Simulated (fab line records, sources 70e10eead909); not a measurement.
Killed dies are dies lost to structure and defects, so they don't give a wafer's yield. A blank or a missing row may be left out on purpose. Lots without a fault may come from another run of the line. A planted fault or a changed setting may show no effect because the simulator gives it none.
fab line records | flow nand_harc
record lots=4 wafers=12 last_day=29
route steps=1302 shown A_ONON_D2@551 A_CHANNEL_HOLE_D2@570 END@1302
lots that met no fault: from a run of the same line without faults
start_h: hours from the record's first day to the start of the lot's first wafer shown | wait_h: hours since the lot's step before | " the same as in the row above | L1.1+2: a row that stands for several wafers | - no value, or no start given | * or withheld: withheld | < > ~ a bound
route shown NAME@n: a module of which the file shows steps, and the number in the route of the first | usual: mean/standard deviation of fault-free wafers | same: alike in all rows | chamber/n: place in a boat | sites: the reading at each site | _std_site: their standard deviation | _edge_site: outer sites' mean less inner sites' | radius_mm: how far each site lies from the wafer's centre | mask NAME#n: copy n | behind: the tool/chamber that last shaped the wafer | hold: why the lot was held/for how many hours/how that ended | device: the transistor (n, p or np) that didn't switch | end of line: the same wafers' tests at the end of the route | a step without rows: its recipe alone | killed: dies lost to structure and defects at the first sort, not the wafer's yield | map: a wafer's dies, x killed, . not, _ none there
set.NAME: the setting as run; set.NAME@STEP: as run at that earlier step | model.NAME: the simulator's own value behind a step, which no gauge read
lots at some steps of the route; a table a step, a row a wafer
services: from which hour (start_h, from the record's first day; less than 0 if before it) a tool's chamber was out of use, for how many hours, and why
## steps
# step NHARC_A_ONON_D2_DEP_09
# recipe target_thk_a=10000 n2_flow_sccm=2750 n2o_flow_sccm=2000 nh3_flow_sccm=500 sih4_flow_sccm=210 temp_c=400
# step NHARC_A_ONON_D2_DEP_12
# recipe target_thk_a=10000 n2_flow_sccm=2750 n2o_flow_sccm=2000 nh3_flow_sccm=500 sih4_flow_sccm=210 temp_c=400
# step NHARC_A_ONON_D2_ANNEAL_15
# recipe temp_c=750 time_s=3600
# step NHARC_A_ONON_D2_DEP_16
# recipe target_thk_a=10000 n2_flow_sccm=2750 n2o_flow_sccm=2000 nh3_flow_sccm=500 sih4_flow_sccm=210 temp_c=400
# step NHARC_A_ONON_D2_DEP_19
# recipe target_thk_a=10000 n2_flow_sccm=2750 n2o_flow_sccm=2000 nh3_flow_sccm=500 sih4_flow_sccm=210 temp_c=400
# step NHARC_A_ONON_D2_DEP_22
# recipe target_thk_a=10000 n2_flow_sccm=2750 n2o_flow_sccm=2000 nh3_flow_sccm=500 sih4_flow_sccm=210 temp_c=400
# step NHARC_A_ONON_D2_DEP_25
# recipe target_thk_a=10000 n2_flow_sccm=2750 n2o_flow_sccm=2000 nh3_flow_sccm=500 sih4_flow_sccm=210 temp_c=400
# columns lot.wafer tool chamber start_h wait_h
L739.1+2+6 pecvd_onon-03 0 301.39 0.1
L740.1+4+5 pecvd_onon-02 0 311.53 0.1
L748.2+4+6 pecvd_onon-02 0 393.41 0.1
L750.2+4+5 pecvd_onon-02 0 403.42 0.1
# step NHARC_A_ONON_D2_DEP_28
# recipe target_thk_a=10000 n2_flow_sccm=2750 n2o_flow_sccm=2000 nh3_flow_sccm=500 sih4_flow_sccm=210 temp_c=400
# step NHARC_A_ONON_D2_DEP_33
# recipe target_thk_a=2000 temp_c=400 pressure_torr=6.5 rf_w=900 teos_flow_sccm=161.4 flow_sccm=2650 target_thk_nm=200 gas=O2 material=SiO2
# step NHARC_A_CHANNEL_HOLE_D2_DEP_00
# recipe target_thk_a=31000 temp_c=400 material=aC
# step NHARC_A_CHANNEL_HOLE_D2_DEP_01
# recipe target_thk_a=1400 target_thk_nm=140 temp_c=400 pressure_torr=3.5 flow_sccm=200 rf_w=350 material=SiON
# step NHARC_A_CHANNEL_HOLE_D2_DEHYDRATE_02
# recipe temp_c=150 time_s=120
# step NHARC_A_CHANNEL_HOLE_D2_HMDS_03
# recipe time_s=30
# step NHARC_A_CHANNEL_HOLE_D2_COAT_36
# recipe temp_c=260 time_s=75
# step NHARC_A_CHANNEL_HOLE_D2_COAT_37
# recipe temp_c=225 time_s=65
# step NHARC_A_CHANNEL_HOLE_D2_COAT_04
# recipe spin_rpm=1500 resist_thk_nm=90
# step NHARC_A_CHANNEL_HOLE_D2_SOFTBAKE_05
# recipe temp_c=105 time_s=55
# step NHARC_A_CHANNEL_HOLE_D2_EBR_06
# step NHARC_A_CHANNEL_HOLE_D2_EXPOSE_07
# recipe na=1.35 target_cd_nm=100 sigma_outer=0.3 dose_mj=59.65 mask_id=HOLE_D2
# step NHARC_A_CHANNEL_HOLE_D2_PEB_08
# recipe peb_temp_c=100 peb_time_s=65
# step NHARC_A_CHANNEL_HOLE_D2_DEVELOP_09
# recipe develop_time_s=35 dev_temp_c=23
# step NHARC_A_CHANNEL_HOLE_D2_DESCUM_15
# recipe time_s=3 o2_flow_sccm=200 ar_flow_sccm=0 bias_power_w=0 chemistry=O2
# step NHARC_A_CHANNEL_HOLE_D2_ETCH_38
# recipe target_depth_a=390 over_etch_frac=0.3 time_s=65 ion_energy_ev=80 cf4_flow_sccm=150 ar_flow_sccm=0 rf_w=300 bias_w=100 chemistry=CF4
# step NHARC_A_CHANNEL_HOLE_D2_ETCH_39
# recipe target_depth_a=2600 over_etch_frac=0.3 time_s=325 ion_energy_ev=200 n2_flow_sccm=150 h2_flow_sccm=150 ar_flow_sccm=0 rf_w=400 bias_w=150 chemistry=N2/H2
# step NHARC_A_CHANNEL_HOLE_D2_ETCH_34
# recipe target_depth_a=1540 time_s=77 cf4_flow_sccm=100 chf3_flow_sccm=30 ar_flow_sccm=0 rf_w=500 bias_w=200 chemistry=CF4/CHF3
# step NHARC_A_CHANNEL_HOLE_D2_ETCH_16
# recipe target_depth_a=31000 over_etch_frac=0.3 time_s=806 ion_energy_ev=150 o2_flow_sccm=400 cos_flow_sccm=20 ar_flow_sccm=0 rf_w=500 bias_w=300 chemistry=O2/COS
# step NHARC_A_CHANNEL_HOLE_D2_ETCH_19
# recipe bias_v=1200 source_w=2500 pressure_mtorr=15 time_s=34.5 ar_flow_sccm=375 c4f8_flow_sccm=28.8 o2_flow_sccm=96.2 temp_c=-20 target_depth_a=* chemistry=C4F8/O2/Ar
# step NHARC_END_SORT_01
# recipe temp_c=25
# usual killed_at_array=57/24 killed_at_other=0.7/0.94 killed_at_periphery=3.8/2.5 killed_dies=62/23 killed_open=3.1/1.8 killed_short=2.5/1.6
# same gross_dies=677
# columns lot.wafer tool chamber start_h wait_h killed_at_array killed_at_other killed_at_periphery killed_dies killed_open killed_short
L739.1 prober-02 0 595.63 2.5 54 0 6 60 8 1
L739.2 prober-02 0 596.44 2.8 52 1 2 55 3 3
L739.6 prober-02 0 599.68 4.1 56 1 7 64 4 6
L740.1 prober-01 0 595.73 2.5 20 0 5 25 3 3
L740.4 prober-01 0 598.14 3.4 24 0 5 29 4 1
L740.5 prober-01 0 598.94 3.7 23 1 8 32 3 5
L748.2 prober-01 0 673.93 2.8 146 0 3 149 1 3
L748.4 prober-01 0 675.52 3.4 151 0 3 154 4 2
L748.6 prober-01 0 677.10 4.0 139 0 2 141 4 2
L750.2 prober-02 0 683.27 2.8 140 0 4 144 3 0
L750.4 prober-02 0 684.88 3.4 130 2 2 134 4 1
L750.5 prober-02 0 685.68 3.7 139 0 4 143 2 1
# killed by level:class
L739.1 A_CHANNEL_HOLE_D1:chamber_film_flake=31 A_CHANNEL_HOLE_D2:chamber_film_flake=11 P_ZERO_WELL:chamber_film_flake=3 A_STAIRCASE:chamber_film_flake=3 A_CHANNEL_FILL_D2:geometric_particle:open=2 A_M0:geometric_particle:open=2 P_GATE:geometric_particle:open=1 P_CONTACT:geometric_particle:open=1
L740.1 A_CHANNEL_HOLE_D2:chamber_film_flake=7 A_CHANNEL_FILL_D2:chamber_film_flake=3 P_GATE:chamber_film_flake=2 P_M1:chamber_film_flake=2 A_CHANNEL_HOLE_D1:chamber_film_flake=2 A_CONTACT:chamber_film_flake=2 A_ONON_D1:geometric_particle:short=1 A_ONON_D2:geometric_particle:short=1
L739.2 A_CHANNEL_HOLE_D1:chamber_film_flake=36 A_CHANNEL_HOLE_D2:chamber_film_flake=8 A_CHANNEL_FILL_D2:geometric_particle:open=2 A_ONON_D1:geometric_particle:open=1 A_CHANNEL_FILL_D1:geometric_particle:short=1 A_ONON_D2:geometric_particle:short=1 A_CHANNEL_FILL_D2:geometric_particle:short=1 P_ZERO_WELL:chamber_film_flake=1
L740.4 A_CHANNEL_HOLE_D2:chamber_film_flake=10 A_CONTACT:chamber_film_flake=5 P_M1:chamber_film_flake=3 A_CHANNEL_FILL_D2:chamber_film_flake=2 P_GATE:chamber_film_flake=1 A_CHANNEL_FILL_D1:geometric_particle:open=1 A_DECK1_JOINT:geometric_particle:short=1 A_ONON_D2:geometric_particle:open=1
L740.5 A_CHANNEL_HOLE_D2:chamber_film_flake=12 P_M1:chamber_film_flake=4 A_CHANNEL_HOLE_D1:chamber_film_flake=2 P_CONTACT:geometric_particle:open=1 P_CONTACT:geometric_particle:short=1 A_CHANNEL_FILL_D1:geometric_particle:short=1 A_ONON_D2:geometric_particle:open=1 A_WL_FILL:geometric_particle:short=1
L739.6 A_CHANNEL_HOLE_D1:chamber_film_flake=32 A_CHANNEL_HOLE_D2:chamber_film_flake=7 A_STAIRCASE:chamber_film_flake=5 A_CONTACT:chamber_film_flake=4 P_CONTACT:geometric_particle:open=2 A_DECK1_JOINT:geometric_particle:short=2 P_ZERO_WELL:chamber_film_flake=2 P_STI:chamber_film_flake=2
L748.2 A_ONON_D2:unspecified=92 A_CHANNEL_HOLE_D1:chamber_film_flake=21 A_CHANNEL_HOLE_D2:chamber_film_flake=21 A_CONTACT:chamber_film_flake=6 A_STAIRCASE:chamber_film_flake=3 P_GATE:geometric_particle:short=1 A_CHANNEL_FILL_D1:geometric_particle:short=1 A_CHANNEL_FILL_D2:geometric_particle:open=1
L748.4 A_ONON_D2:unspecified=93 A_CHANNEL_HOLE_D1:chamber_film_flake=31 A_CHANNEL_HOLE_D2:chamber_film_flake=17 A_CONTACT:chamber_film_flake=4 P_CONTACT:geometric_particle:open=2 A_CHANNEL_FILL_D1:geometric_particle:short=1 A_DECK1_JOINT:geometric_particle:open=1 A_CHANNEL_FILL_D2:geometric_particle:short=1
L748.6 A_ONON_D2:unspecified=82 A_CHANNEL_HOLE_D1:chamber_film_flake=25 A_CHANNEL_HOLE_D2:chamber_film_flake=19 A_SLIT:chamber_film_flake=4 A_CONTACT:chamber_film_flake=2 P_GATE:geometric_particle:open=1 A_CHANNEL_FILL_D1:geometric_particle:short=1 A_CHANNEL_FILL_D1:geometric_particle:open=1
L750.2 A_ONON_D2:unspecified=96 A_SLIT:chamber_film_flake=32 A_CHANNEL_HOLE_D1:chamber_film_flake=3 P_CONTACT:chamber_film_flake=2 A_STAIRCASE:chamber_film_flake=2 A_CONTACT:chamber_film_flake=2 A_CHANNEL_FILL_D1:geometric_particle:open=1 A_BLC:geometric_particle:open=1
L750.4 A_ONON_D2:unspecified=94 A_SLIT:chamber_film_flake=19 A_CHANNEL_HOLE_D1:chamber_film_flake=10 A_STAIRCASE:chamber_film_flake=2 A_ONON_D1:geometric_particle:open=1 A_CHANNEL_FILL_D2:geometric_particle:open=1 A_WL_FILL:geometric_particle:open=1 A_CONTACT:geometric_particle:short=1
L750.5 A_ONON_D2:unspecified=98 A_SLIT:chamber_film_flake=31 A_CHANNEL_HOLE_D1:chamber_film_flake=4 A_STAIRCASE:chamber_film_flake=3 P_GATE:chamber_film_flake=2 A_SOURCE_PLATE:geometric_particle:open=1 A_DECK1_JOINT:geometric_particle:short=1 A_CHANNEL_FILL_D2:geometric_particle:open=1
# map L748.4 (x killed, . not)
____________.____________
_________......._________
_______.........x._______
______.x...........______
_____xxxxxx........._____
____.xxxx............____
____xxxxxx...........____
___.xxxxxxx......x....___
___xxxxxxxxx......x...___
__.xxxxxxxx.......x....__
__..xxxxxxxx...x....x..__
_.xxxxxxxxxx...xxxx..x.._
_..xxxxxxxxx...xxx.x...._
_..xxxxxxxx.....xxxx...._
_...xxxxxxx...xxxxx.xx.._
_.x.xxxxxx....x..xxx...._
......xxxx.........x.....
......x.x......xxxx......
.................x.x.....
.........................
.....x............x....x.
_......................._
_......................._
_......................._
_..................x...._
_...........x..........._
__.........x...........__
__..........x..........__
___......xxxx.x.......___
___.........x.........___
____........xx.......____
____.....xx..........____
_____.....x.x.x....._____
______......x......______
_______..........._______
_________......._________
____________.____________
# map L750.2 (x killed, . not)
____________.____________
_________......._________
_______x.........._______
______..xx.........______
_____xxxxx.......x.._____
____.xxxxx...........____
____xxxxxxx..........____
___.xxxxxxx...........___
___xxxxxxxx...x.......___
__.xxxxxxxxx...........__
__xxxxxxxxx.x..........__
_.x.xxxxxxx............._
_..xxxxxxxx............._
_.xxxxxxxxx............._
_.xxxxxxxxxx............_
_..x..xxx.x.x..........._
.....x..x................
.........................
..................x......
...x.....................
....x.x..................
_......................._
_......................._
_...x.......x.x........._
_..........x..x........._
_........x..xx.x........_
__.....x....x..x.......__
__.........xxx..x......__
___........xxxxx......___
___......x.xxx........___
____......xxxxx......____
____.....xxxxx.......____
_____.......xxx....._____
______...x.x.x.....______
_______..........._______
_________......._________
____________.____________
## services
# columns tool chamber start_h hours kind
pecvd_onon-02 - 366.00 13.0 pm
## key
first_sign step=NHARC_END_SORT_01 reading=killed_at_array direction=up sigmas=3.5 usual=57 struck=141
effect step=NHARC_END_SORT_01 reading=killed_dies direction=up sigmas=3.5 usual=62 struck=144
more_kills_born_at NHARC_A_ONON_D2_DEP_25@pecvd_onon-02=555
met_at NHARC_A_ONON_D2_DEP_25
struck_wafers L748.2,L748.4,L748.6,L750.2,L750.4,L750.5
tester_left_out L748,L750
onset_between 311.53 393.41
also_fits time
fault kind=chamber_particle_source tool=pecvd_onon-02 chamber=- onset_h=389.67 steps=NHARC_A_ONON_D2_DEP_25 rate_per_visit_cm2=1.4012 end_h=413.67
# tester_left_out: of these lots the tester's yield and bins aren't shown, on N5 and GAA mostly nor the transistor test; their killed dies are dies lost to structure and defects alone, not to doping, threshold or leakage, so they don't give the yield
